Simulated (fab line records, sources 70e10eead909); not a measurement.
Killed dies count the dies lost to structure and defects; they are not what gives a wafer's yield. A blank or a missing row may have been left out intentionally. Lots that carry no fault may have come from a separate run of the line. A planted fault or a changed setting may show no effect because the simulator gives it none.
Chamber matching | flow nandHarc | 4 sister chambers for NHARC_A_BONDPAD_DESCUM_11 on rieDiel-01
The step chemistry O2, time 3 s. 4 wafers are shown with their chamber, then 8 later ones without.

## EACH WAFER AND ITS CHAMBER
wafer  | chamber | drypumpMotorCurrentA (A)
L837.1 | 0       | 5.3
L837.2 | 2       | 6.1
L841.3 | 1       | 6.3
L844.1 | 3       | 5.5

## WAFERS MISSING THEIR CHAMBER
wafer  | drypumpMotorCurrentA (A)
L844.4 | 6.2
L844.5 | 5.3
L846.1 | 5.3
L846.4 | 6.2
L846.5 | 6.1
L852.1 | 6.2
L852.2 | 5.3
L852.3 | 5.5

## EACH ONE'S CHAMBER
wafer  | from the rows above     | in truth
L844.4 | can't be placed: 1 or 2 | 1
L844.5 | 0                       | 0
L846.1 | 0                       | 0
L846.4 | can't be placed: 1 or 2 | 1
L846.5 | 2                       | 2
L852.1 | can't be placed: 1 or 2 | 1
L852.2 | 0                       | 0
L852.3 | 3                       | 3
Correctly placed: 5 of 8. Not placeable from these rows: 3 (in 3, the candidates include the true chamber). Placed wrongly: 0.
How it was worked out, from the rows above alone: a wafer's distance from a chamber is the root of the sum, over the readings, of the square of ((its reading less the chamber's mean) divided by the reading's scatter). If the next closest chamber is less than 2 further off than the closest, the wafer can't be placed; otherwise it belongs to the closest. Each chamber's mean is taken over the wafers shown for it. The scatter (one wafer shown for each chamber): square how far every hidden wafer sits from the nearest shown wafer, average those squares and take the square root.
